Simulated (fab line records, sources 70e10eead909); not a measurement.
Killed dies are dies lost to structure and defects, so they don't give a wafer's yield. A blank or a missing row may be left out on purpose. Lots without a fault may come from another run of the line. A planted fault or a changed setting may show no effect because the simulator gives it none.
fab line records | flow nand_harc
record lots=13 wafers=39 last_day=33
route steps=1302 shown A_CONTACT@1047 A_BONDPAD@1204 HYBRID_BOND@1237 THIN_TSV@1272 END@1302
lots that met no fault: from a run of the same line without faults
start_h: hours from the record's first day to the start of the lot's first wafer shown | wait_h: hours since the lot's step before | " the same as in the row above | L1.1+2: a row that stands for several wafers | - no value, or no start given | * or withheld: withheld | < > ~ a bound
route shown NAME@n: a module of which the file shows steps, and the number in the route of the first | usual: mean/standard deviation of fault-free wafers | same: alike in all rows | chamber/n: place in a boat | sites: the reading at each site | _std_site: their standard deviation | _edge_site: outer sites' mean less inner sites' | radius_mm: how far each site lies from the wafer's centre | mask NAME#n: copy n | behind: the tool/chamber that last shaped the wafer | hold: why the lot was held/for how many hours/how that ended | device: the transistor (n, p or np) that didn't switch | end of line: the same wafers' tests at the end of the route | a step without rows: its recipe alone | killed: dies lost to structure and defects at the first sort, not the wafer's yield | map: a wafer's dies, x killed, . not, _ none there
set.NAME: the setting as run; set.NAME@STEP: as run at that earlier step | model.NAME: the simulator's own value behind a step, which no gauge read
steps of the route over a sample of lots; a table a step, a row a wafer
services: from which hour (start_h, from the record's first day; less than 0 if before it) a tool's chamber was out of use, for how many hours, and why
## steps
# step NHARC_A_CONTACT_ETCH_124
# recipe source_w=withheld pressure_mtorr=20 bias_v=withheld time_s=140 target_depth_a=7000 ar_flow_sccm=withheld c4f8_flow_sccm=withheld o2_flow_sccm=withheld chemistry=C4F8/O2/Ar
# columns lot.wafer tool chamber start_h wait_h rf_hours_counter_h
L911.1 har_cap_etch-03 1 501.29 - 43
L911.5 " 0 " " -
L911.6 " 1 " " -
L910.1 har_cap_etch-02 1 504.43 - 83
L910.4 " 1 " " -
L910.5 " 0 " " -
L920.2 har_cap_etch-02 1 601.41 - 102
L920.3 " 0 " " -
L920.6 " 1 " " -
L923.2 har_cap_etch-01 1 614.74 - 17
L923.4 " 1 " " -
L923.5 " 0 " " -
L922.1 har_cap_etch-03 1 618.08 - 65
L922.4 " 0 " " -
L922.6 " 1 " " -
L921.2 har_cap_etch-02 0 625.30 - 108
L921.4 " 1 " " -
L921.3 " 0 " " -
L927.1 har_cap_etch-01 1 666.28 - 24
L927.3 " 1 " " -
L927.4 " 0 " " -
L924.2 har_cap_etch-03 1 670.94 - 73
L924.3 " 1 " " -
L924.5 " 1 " " -
L930.1 har_cap_etch-01 1 691.06 - 28
L930.4 " 1 " " -
L930.5 " 0 " " -
L928.1 har_cap_etch-02 0 691.78 - 119
L928.2 " 1 " " 119
L928.5 " 0 " " -
L929.3 har_cap_etch-02 0 715.40 - -
L929.5 " 0 " " -
L929.6 " 1 " " -
L931.2 har_cap_etch-02 0 725.50 - 125
L931.6 " 1 " " -
L931.5 " 0 " " -
L933.1 har_cap_etch-02 1 732.01 - 127
L933.4 " 0 " " -
L933.5 " 1 " " -
# step NHARC_A_BONDPAD_THK_MEAS_30
# recipe thk_meas_gauge=ellipsometry
# usual thk_nm=199.7/1.5
# columns lot.wafer tool chamber start_h wait_h thk_nm
L911.1 film_metro-01 - 527.81 0.2 200.5
L911.5 " - " " 201.9
L911.6 " - " " 199.1
L910.1 film_metro-01 - 529.14 0.2 198.3
L910.4 " - " " 202.8
L910.5 " - " " 199.1
L920.2 film_metro-01 - 628.53 0.2 201.5
L920.3 " - " " 200.2
L920.6 " - " " 201.7
L923.2 film_metro-01 - 643.73 0.2 199.9
L923.4 " - " " 200.1
L923.5 " - " " 196.9
L922.1 film_metro-01 - 644.66 0.2 197.2
L922.4 " - " " 198.2
L922.6 " - " " 198.6
L921.2 film_metro-01 - 650.29 0.2 200.4
L921.3 " - " " 200.1
L921.4 " - " " 201.7
L927.1 film_metro-02 - 694.16 0.1 200.3
L927.3 " - " " 199.6
L927.4 " - " " 199.7
L924.2 film_metro-02 - 700.19 0.2 201.3
L924.3 " - " " 198.2
L924.5 " - " " 200.9
L930.1 film_metro-02 - 716.12 0.2 200.5
L930.4 " - " " 200.4
L930.5 " - " " 201.3
L928.1 film_metro-02 - 718.05 0.1 199.1
L928.2 " - " " 199.6
L928.5 " - " " 198.7
L929.3 film_metro-02 - 744.27 0.2 197.2
L929.5 " - " " 197.2
L929.6 " - " " 199.1
L931.2 film_metro-02 - 751.79 0.2 202.2
L931.5 " - " " 196.2
L931.6 " - " " 200.7
L933.1 film_metro-02 - 761.65 0.2 200.8
L933.4 " - " " 200.3
L933.5 " - " " 198.5
# step NHARC_HYBRID_BOND_ACTIVATE_00
# recipe time_s=60 n2_flow_sccm=200 ar_flow_sccm=0 bias_power_w=0 chemistry=N2
# usual drypump_motor_current_A=5.9/0.41 oes_product_au=1.000/0.0081 rf_vpp_V=63.9/0.85 showerhead_plenum_p_Torr=1.72/0.087
# columns lot.wafer tool chamber start_h wait_h drypump_motor_current_A oes_product_au rf_hours_counter_h rf_vpp_V showerhead_plenum_p_Torr
L911.1 rie_diel-08 1 531.10 0.1 6.2 0.998 14 62.7 1.69
L911.5 " 0 " " 5.5 1.003 - 64.4 1.64
L911.6 " 1 " " 6.2 0.997 - 64.9 1.69
L910.4 rie_diel-04 3 532.46 0.1 5.6 0.993 51 64.7 1.63
L910.1 " 1 " " 5.7 0.993 56 64.4 1.77
L910.5 " 3 " " 5.6 0.989 - 62.8 1.63
L920.2 rie_diel-04 0 631.97 0.1 6.6 1.015 35 63.8 1.77
L920.3 " 1 " " 5.7 1.001 32 63.5 1.76
L920.6 " 0 " " 6.6 1.013 - 63.6 1.77
L923.4 rie_diel-08 1 647.10 0.1 6.2 0.989 9 62.4 1.69
L923.2 " 3 " " 6.3 0.995 10 64.9 1.89
L923.5 " 0 " " 5.5 1.001 - 63.0 1.64
L922.4 rie_diel-08 2 648.03 0.1 5.6 1.000 9 63.9 1.74
L922.1 " 3 " " 6.3 0.997 10 65.3 1.89
L922.6 " 2 " " 5.6 0.992 - 64.8 1.74
L921.2 rie_diel-08 0 653.93 0.1 5.5 0.999 10 63.4 1.64
L921.3 " 1 " " 6.1 1.000 10 65.1 1.69
L921.4 " 2 " " 5.6 1.003 10 63.3 1.74
L927.1 rie_diel-08 2 697.46 0.1 5.6 1.005 13 64.4 1.74
L927.4 " 3 " " 6.3 0.991 14 66.8 1.89
L927.3 " 0 " " 5.5 1.006 14 63.5 1.64
L924.2 rie_diel-05 3 703.71 0.2 5.8 1.006 34 63.7 1.64
L924.3 " 1 " " 5.3 1.001 31 63.1 1.66
L924.5 " 3 " " 5.8 1.009 - 63.9 1.64
L930.1 rie_diel-08 1 719.52 0.1 6.2 1.000 16 64.7 1.69
L930.4 " 0 " " 5.5 1.021 17 63.9 1.64
L930.5 " 1 " " 6.2 0.999 - 63.1 1.69
L928.2 rie_diel-08 0 721.44 0.1 5.5 1.018 17 63.0 1.64
L928.1 " 3 " " 6.3 0.993 17 64.8 1.89
L928.5 " 1 " " 6.2 1.003 - 64.8 1.69
L929.3 rie_diel-08 1 747.65 0.1 6.2 0.994 0 64.1 1.69
L929.5 " 1 " " 6.2 0.992 - 62.0 1.69
L929.6 " 2 " " 5.6 1.014 - 64.4 1.74
L931.2 rie_diel-05 1 755.15 0.1 5.3 1.006 52 62.6 1.66
L931.5 " 0 " " 6.7 1.004 - 63.2 1.63
L931.6 " 1 " " 5.3 0.998 - 64.6 1.66
L933.1 rie_diel-08 1 765.41 0.1 6.2 0.986 3 64.5 1.69
L933.4 " 1 " " 6.2 0.988 - 63.8 1.69
L933.5 " 3 " " 6.3 0.998 - 65.9 1.89
# step NHARC_THIN_TSV_PVD_19
# recipe target_thk_a=200 chamber_pressure_pa=5 material=TaN
# usual throttle_valve_pct=30.4/0.91
# columns lot.wafer tool chamber start_h wait_h throttle_valve_pct
L911.1 pvd_sputter-02 - - - 29.1
L911.6 " - " " 31.5
L911.5 " - " " 30.3
L910.4 pvd_sputter-01 - - - 30.3
L910.1 " - " " 31.0
L910.5 " - " " 29.2
L920.2 pvd_sputter-01 - - - 32.1
L920.3 " - " " 31.1
L920.6 " - " " 29.7
L923.4 pvd_sputter-03 - - - 30.5
L923.2 " - " " 30.8
L923.5 " - " " 30.3
L922.1 pvd_sputter-02 - - - 30.7
L922.4 " - " " 29.5
L922.6 " - " " 29.2
L921.3 pvd_sputter-03 - - - 31.0
L921.4 " - " " 30.5
L921.2 " - " " 31.6
L927.4 pvd_sputter-01 - - - 29.9
L927.3 " - " " 30.9
L927.1 " - " " 32.0
L924.2 pvd_sputter-02 - - - 29.7
L924.3 " - " " 30.8
L924.5 " - " " 29.4
L928.2 pvd_sputter-01 - - - 30.9
L928.1 " - " " 29.6
L928.5 " - " " 31.7
L930.1 pvd_sputter-03 - - - 30.4
L930.4 " - " " 31.2
L930.5 " - " " 30.4
L929.3 pvd_sputter-03 - - - 32.2
L929.5 " - " " 31.1
L929.6 " - " " 30.4
L931.2 pvd_sputter-02 - - - 30.9
L931.6 " - " " 29.5
L931.5 " - " " 29.5
L933.1 pvd_sputter-01 - - - 30.2
L933.4 " - " " 30.4
L933.5 " - " " 30.0
# step NHARC_END_SORT_01
# recipe temp_c=25
# usual killed_at_array=62/15 killed_at_other=0.8/1 killed_at_periphery=3.7/2.6 killed_dies=66/15 killed_open=3.1/1.8 killed_short=2.6/1.7
# same gross_dies=677
# columns lot.wafer tool chamber start_h wait_h killed_at_array killed_at_other killed_at_periphery killed_dies killed_open killed_short
L920.2 prober-02 0 660.38 2.8 136 0 3 139 2 2
L920.3 prober-02 0 661.18 3.1 156 1 2 159 2 1
L920.6 prober-02 0 663.59 4.0 106 0 7 113 2 5
L921.2 prober-01 0 683.11 2.8 162 0 2 164 0 1
L921.3 prober-01 0 683.92 3.1 149 0 3 152 0 3
L921.4 prober-01 0 684.72 3.4 117 0 0 117 1 2
# killed by level:class
L920.2 A_CONTACT:unspecified=72 A_SLIT:chamber_film_flake=39 A_CHANNEL_HOLE_D2:chamber_film_flake=16 A_CHANNEL_HOLE_D1:chamber_film_flake=5 P_M2:geometric_particle:short=1 A_ONON_D2:geometric_particle:open=1 A_SGD_CUT:geometric_particle:short=1 A_BLC:geometric_particle:open=1
L920.3 A_CONTACT:unspecified=117 A_SLIT:chamber_film_flake=25 A_CHANNEL_HOLE_D2:chamber_film_flake=8 P_CONTACT:geometric_particle:open=1 A_ONON_D1:geometric_particle:open=1 A_M0:geometric_particle:short=1 P_M2:chamber_film_flake=1 A_CHANNEL_HOLE_D1:chamber_film_flake=1
L920.6 A_CONTACT:unspecified=57 A_SLIT:chamber_film_flake=24 A_CHANNEL_HOLE_D2:chamber_film_flake=11 A_CHANNEL_HOLE_D1:chamber_film_flake=6 P_M2:chamber_film_flake=3 P_STI:chamber_film_flake=2 A_STAIRCASE:chamber_film_flake=2 P_GATE:geometric_particle:short=1
L921.2 A_CONTACT:unspecified=110 A_CHANNEL_HOLE_D1:chamber_film_flake=34 A_CHANNEL_HOLE_D2:chamber_film_flake=9 A_M1:chamber_film_flake=4 A_SLIT:chamber_film_flake=2 A_WL_FILL:chamber_film_flake=2 P_CONTACT:geometric_particle:short=1 P_GATE:chamber_film_flake=1
L921.3 A_CONTACT:unspecified=108 A_CHANNEL_HOLE_D1:chamber_film_flake=23 A_CHANNEL_HOLE_D2:chamber_film_flake=6 A_M1:chamber_film_flake=5 P_ZERO_WELL:chamber_film_flake=2 A_CHANNEL_FILL_D1:chamber_film_flake=2 A_WL_FILL:chamber_film_flake=2 P_M0:geometric_particle:short=1
L921.4 A_CONTACT:unspecified=64 A_CHANNEL_HOLE_D1:chamber_film_flake=25 A_CHANNEL_HOLE_D2:chamber_film_flake=17 A_SLIT:chamber_film_flake=2 A_WL_FILL:chamber_film_flake=2 A_M1:chamber_film_flake=2 A_CHANNEL_FILL_D1:geometric_particle:short=1 A_ONON_D2:geometric_particle:short=1
## services
# columns tool chamber start_h hours kind
pvd_sputter-02 - 505.16 2.7 repair
pvd_sputter-03 - 525.09 1.0 repair
pvd_sputter-03 - 526.10 10.0 pm
rie_diel-08 - 531.31 2.4 repair
har_cap_etch-02 - 533.86 0.5 repair
rie_diel-08 - 544.80 9.0 pm
pvd_sputter-03 - 548.23 4.0 repair
har_cap_etch-02 - 564.73 1.6 repair
pvd_sputter-02 - 566.26 2.7 repair
rie_diel-08 3 568.21 3.0 repair
pvd_sputter-01 - 584.22 10.0 pm
pvd_sputter-01 - 628.54 2.7 repair
rie_diel-08 3 642.71 3.4 repair
pvd_sputter-02 - 646.78 10.0 pm
rie_diel-08 1 669.26 6.4 repair
pvd_sputter-03 - 696.28 2.2 repair
pvd_sputter-03 - 704.16 10.0 pm
rie_diel-08 - 721.80 9.0 pm
har_cap_etch-02 - 754.00 17.0 pm
pvd_sputter-01 - 759.75 2.4 repair
rie_diel-08 2 760.83 13.7 repair
pvd_sputter-01 - 762.22 10.0 pm
rie_diel-08 1 770.04 6.5 repair
rie_diel-08 3 778.46 3.2 repair
## key
first_sign step=NHARC_END_SORT_01 reading=killed_at_array direction=up sigmas=5 usual=62 struck=138
effect step=NHARC_END_SORT_01 reading=killed_dies direction=up sigmas=4.8 usual=66 struck=141
more_kills_born_at NHARC_A_CONTACT_ETCH_124@har_cap_etch-02=502
met_at NHARC_A_CONTACT_ETCH_124
struck_lots L920,L921
tester_left_out L920,L921
not_acting_at NHARC_A_BONDPAD_THK_MEAS_30,NHARC_HYBRID_BOND_ACTIVATE_00,NHARC_THIN_TSV_PVD_19
onset_between 504.43 601.41
fault kind=chamber_particle_source tool=har_cap_etch-02 chamber=- onset_h=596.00 steps=NHARC_A_CONTACT_ETCH_124 rate_per_visit_cm2=2.1987 end_h=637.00
# tester_left_out: of these lots the tester's yield and bins aren't shown, on N5 and GAA mostly nor the transistor test; their killed dies are dies lost to structure and defects alone, not to doping, threshold or leakage, so they don't give the yield
